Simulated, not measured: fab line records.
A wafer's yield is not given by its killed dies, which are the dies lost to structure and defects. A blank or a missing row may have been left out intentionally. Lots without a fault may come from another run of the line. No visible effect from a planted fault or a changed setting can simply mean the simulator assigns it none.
A struck lot beside a sound one :: flow n5-finfet :: 38 steps out of a route of 1938
Sound: the wafers L645.1, L645.3, L645.6. The struck wafers were L659.4, L659.5. The cause comes at the end.
Order at every step that has rows: each side's tool, ch and its chambers, its first start. Under that, the readings that differ: sound wafers :: struck wafers :: difference of the means :: sigmas: that difference in standard deviations of wafers without a fault.
alike: words and numbers the same on both sides, and readings whose means are apart by under 2 such deviations; not compared: readings that were withheld, readings missing a value for some wafer, numbers with overlapping values and no deviation given by the record, and bounds like >300 which may hide the same value.
A row with sigmas, a row that says differs or no value, or rows on one side alone: a step with any of these is where the two part. When numbers do not overlap yet have no deviation, they are printed without sigmas and do not part them. A reading that every wafer of one side lacks parts them only if that side has two wafers or more.

first, 9 steps without rows for these wafers: N5_BEOL_M4_ANNEAL_95 (time 240 s); N5_BEOL_M4_SPUTTER_96 (material Cu, target thk 4.5 nm, time 8.29 s); N5_BEOL_M4_ECD_50 (material Cu, target thk 300 nm); N5_BEOL_M4_ANNEAL_51 (time 90 s); N5_BEOL_M4_CMP_52 (polishes, stops on SiOC, t overpolish 6.8 s, target thk 40 nm); N5_BEOL_M4_PRE_CLEAN_60 (time 15 s); N5_BEOL_M4_CO_CAP_55 (material Co, precursor CCTBA/H2, target thk 2 nm, time 102.1 s); N5_BEOL_M4_PRE_CLEAN_56 (time 15 s); N5_BEOL_M4_DEP_57 (deposits SiCN from 3MS/NH3, target thk 8 nm, time 14 s).
N5_BEOL_M4_RC_MEAS_101:
  sound on prober-01 ch 0, day 8 10:32; struck on prober-01 ch 0, day 12 21:22
reading: VT_N (mV)
sound: 254 252 255
struck: 246 248
difference: -7
sigmas: -2

reading: VT_P (mV)
sound: -256 -254 -257
struck: -248 -248
difference: +8
sigmas: +2
  alike: DIBL_N, DIBL_P, IOFF_N, IOFF_P, ION_N, ION_P, SS_N, SS_P
then, 24 steps without rows for these wafers: N5_BEOL_M5_ILD_DEP_00 (deposits SiCOH lowk from DEMS/porogen, target thk 140.64 nm, time 25.9 s); N5_BEOL_M5_CURE_79 (cures SiCOH lowk, time 240 s); N5_BEOL_M5_PECVD_70 (deposits SiO2 from TEOS/O2, target thk 16 nm, time 18 s); N5_BEOL_M5_HM_DEP_02 (deposits TiN, target thk 20 nm); N5_BEOL_M5_COAT_59 (time 60 s, resist thk 60 nm); N5_BEOL_M5_COAT_60 (time 60 s, resist thk 12 nm); N5_BEOL_M5_COAT_71 (time 60 s, resist thk 5 nm); N5_BEOL_M5_COAT_05 (resist thk 30 nm); N5_BEOL_M5_EBR_07; N5_BEOL_M5_SOFTBAKE_06 (time 60 s); N5_BEOL_M5_EXPOSE_08 (exposes mask M5, target cd 28 nm); N5_BEOL_M5_PEB_09 (peb time 60 s); N5_BEOL_M5_DEVELOP_10 (develop time 30 s); N5_BEOL_M5_DESCUM_16 (chemistry O2, time 7 s); N5_BEOL_M5_ETCH_72 (etches underlayer in N2/H2, target depth 6.5 nm, time 5.2 s); N5_BEOL_M5_ETCH_61 (etches SiARC in CF4, target depth 15.6 nm, time 26 s); N5_BEOL_M5_ETCH_62 (etches SOC in N2/H2, target depth 75 nm, overetch 15 nm, time 112.5 s); N5_BEOL_M5_STRIP_63 (strips in N2/H2); N5_BEOL_M5_STRIP_73 (strips in N2/H2); N5_BEOL_M5_STRIP_64 (strips in CF4); N5_BEOL_M5_HM_OPEN_17 (chemistry Cl2/BCl3, target TiN, target depth 20 nm, overetch 6 nm); N5_BEOL_M5_STRIP_19 (strips in O2); N5_BEOL_M5_COAT_65 (time 60 s, resist thk 60 nm); N5_BEOL_M5_COAT_66 (time 60 s, resist thk 12 nm).
-- a jump in the record: the struck wafers' starts before and after are 3 days apart (it breaks off in module BEOL_M5 and resumes in module BEOL_M15, where the first step shown is number 1824 of the route) --
N5_BEOL_M15_CMP_49: polishes, stops on SiO2, t overpolish 4.9 s, target thk 850 nm.
  sound on cmp-01 ch 1,2, day 12 03:06; struck on cmp-01 ch 0,3, day 16 02:52
reading: barrier-field-endpoint-s (s)
sound: 11.43 11.66 11.41
struck: 22.21 22.29
difference: +10.75
sigmas: +38

reading: overpolish-run-s (s)
sound: 4.892 4.906 4.905
struck: 3.804 3.709
difference: -1.144
sigmas: -99 or more
  alike: motor-current-A, retaining-ring-pressure-frac
N5_BEOL_M15_THK_MEAS_50: measures by xrf.
  sound on film-metro-02 at day 12 03:23; struck on film-metro-01 at day 16 03:10
reading: M15_THK (nm)
sound: 820 857 804
struck: 1525 1508
difference: +690
sigmas: +38
N5_BEOL_M15_INSPECT_55: inspects for defects (darkfield).
  sound on defect-inspect-02 at day 12 03:33; struck on defect-inspect-02 at day 16 03:20
reading: raw-defect-count
sound: 95 127 97
struck: 6337 6377
difference: +6251
sigmas: +99 or more
N5_PASSIVATION_PROBE_49:
  sound on prober-02 at day 12 16:49; struck on prober-01 at day 16 16:38
reading: defect-limited-yield (%)
sound: 93.4 92.2 91.6
struck: 0 0
difference: -92
sigmas: -54

reading: killed_at_M4_up
sound: 14 7 18
struck: 1095 1068
difference: +1068
sigmas: +99 or more

reading: killed-at-front-end
sound: 19 35 14
struck: 38 57
difference: +25
sigmas: +2

reading: killed-at-other
sound: 8 5 15
struck: 1 5
difference: -6
sigmas: -2

reading: killed-dies
sound: 78 92 99
struck: 1180 1180
difference: +1090
sigmas: +55

reading: killed-on-rim
sound: 11 10 16
struck: 152 152
difference: +140
sigmas: +31

reading: sort-n-pass
sound: 1102 1088 1081
struck: 0 0
difference: -1090
sigmas: -55

reading: sort-yield-pct (%)
sound: 93.4 92.2 91.6
struck: 0 0
difference: -92
sigmas: -54
  alike: killed_at_M0_to_M3, killed-at-contacts, killed-open, killed-short, sort_bin_5_function, sort_bin_6_memory

## WHERE THEY PART
Last at N5_PASSIVATION_PROBE_49 as far as this record goes, first at N5_BEOL_M4_RC_MEAS_101.

WHY: what had been put in by the simulator
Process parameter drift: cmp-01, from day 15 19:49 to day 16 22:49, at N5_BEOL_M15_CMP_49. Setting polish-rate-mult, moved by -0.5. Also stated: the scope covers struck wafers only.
